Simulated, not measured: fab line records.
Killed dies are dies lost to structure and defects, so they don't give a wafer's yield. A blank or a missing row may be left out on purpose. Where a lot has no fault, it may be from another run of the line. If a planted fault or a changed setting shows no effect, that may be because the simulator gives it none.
8D (eight disciplines) problem report, filled in by code + flow nand_harc + the parts of the form that need people (team, actions taken, sign-off) are left out

1. PROBLEM STATEMENT
Mean of killed_at_other at NHARC_END_SORT_01: 376.5 across 6 wafers in 2 lots; on wafers with no fault it is 0.8 (standard deviation 1). So: +99 or more standard deviations from the usual mean.
The first sign was on wafer L103.1 at day 21 00:59, on prober-01. The record has a number at this step for 15 wafers belonging to 5 lots. Rule for "out" (also "out of limits"): further than 4 standard deviations from the usual mean. All remaining wafers that have a number are taken as sound.

2. WHAT IT IS, WHAT IT ISN'T
| question                    | is                                                                                                                                                  | is not                                                                         |
|-----------------------------|-----------------------------------------------------------------------------------------------------------------------------------------------------|--------------------------------------------------------------------------------|
| which readings at this step | killed_at_other, defect_limited_yield, killed_dies, sort_bin_2_pct, sort_bin_3_pct, sort_bin_4_pct, sort_n_pass, sort_rim_yield_pct, sort_yield_pct | killed_at_array, killed_at_periphery, killed_open, killed_short                |
| which lots                  | L103, L105                                                                                                                                          | L112, L114, L116                                                               |
| which wafers of those lots  | all that have a number                                                                                                                              | -                                                                              |
| read on which gauges        | prober-01                                                                                                                                           | prober-02                                                                      |
| when                        | from day 21 00:59                                                                                                                                   | up to then (0 sound wafers); but 9 sound wafers of L112, L114, L116 came after |

3. THE SUSPECTS, EACH WITH WHAT RULES IT OUT
Counting: a tool at a process step up to the reading stays a suspect if it ran every lot that is out and no sound lot after the first of them.
- the gauge at NHARC_END_SORT_01: kept. All the wafers that are out were read on prober-01, and no step on other tools shows them out.
- rie_diel-12 at NHARC_A_BONDPAD_ETCH_24 (etches the open film in CF4/N2, target depth 30 nm, time 72.99 s): ruled out as a lasting fault. Following L103 (day 20 10:35), the first lot on it that is out, the sound lots L114, L116 were run on it. NHARC_A_BONDPAD_ETCH_24 gives no start for some lots, so the hours and the order of its lots are those of NHARC_THIN_TSV_DEP_47.
- ecd_cu-02 at NHARC_THIN_TSV_ECD_20 (material Cu, target thk 2000 nm): kept. It ran every lot that is out, first L103 (day 20 12:03), and no sound lot after that.
What counting leaves: ecd_cu-02 at NHARC_THIN_TSV_ECD_20 and prober-01 at NHARC_END_SORT_01.

4. THE CAUSE (what the simulator had put in)
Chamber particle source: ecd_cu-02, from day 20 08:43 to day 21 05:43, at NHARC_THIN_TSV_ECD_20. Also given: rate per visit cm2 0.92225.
Counting left 2 suspects, and this tool is among them.

5. SEQUENCE OF EFFECTS, ordered by route
One row per reading whose mean, taken over the struck wafers that have a number, lies over 3 standard deviations from the usual. Only readings for which the record gives a usual standard deviation are gone through. hours: the time from each lot's start at the first step in this table that gives one to its start at this step, as a median over the lots. sigmas: the change in usual standard deviations.
| hours | step              | reading              | usual  | on struck wafers | change | sigmas      |
|-------|-------------------|----------------------|--------|------------------|--------|-------------|
| 0     | NHARC_END_SORT_01 | defect_limited_yield | 95.7 % | 41.0             | -54.7  | -36         |
| 0     | NHARC_END_SORT_01 | killed_at_other      | 0.8    | 376.5            | +375.7 | +99 or more |
| 0     | NHARC_END_SORT_01 | killed_dies          | 29     | 400              | +370   | +37         |
| 0     | NHARC_END_SORT_01 | sort_bin_2_pct       | 1.3 %  | 21.2             | +19.9  | +37         |
| 0     | NHARC_END_SORT_01 | sort_bin_3_pct       | 0.23 % | 4.85             | +4.62  | +23         |
| 0     | NHARC_END_SORT_01 | sort_bin_4_pct       | 2.8 %  | 32.9             | +30.1  | +30         |
| 0     | NHARC_END_SORT_01 | sort_n_pass          | 648    | 278              | -370   | -37         |
| 0     | NHARC_END_SORT_01 | sort_rim_yield_pct   | 95 %   | 41               | -54    | -16         |
| 0     | NHARC_END_SORT_01 | sort_yield_pct       | 95.7 % | 41.0             | -54.7  | -36         |

6. WHAT WOULD HAVE CAUGHT IT SOONER
The first out-of-limits reading at a measuring or inspecting step in this record came at day 21 00:59, 16 hours after the fault's start at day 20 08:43.
Lots out: 2; all had begun NHARC_THIN_TSV_ECD_20 on ecd_cu-02 by day 21 00:59. Had the tool been put on hold then, not one of them would have been saved.
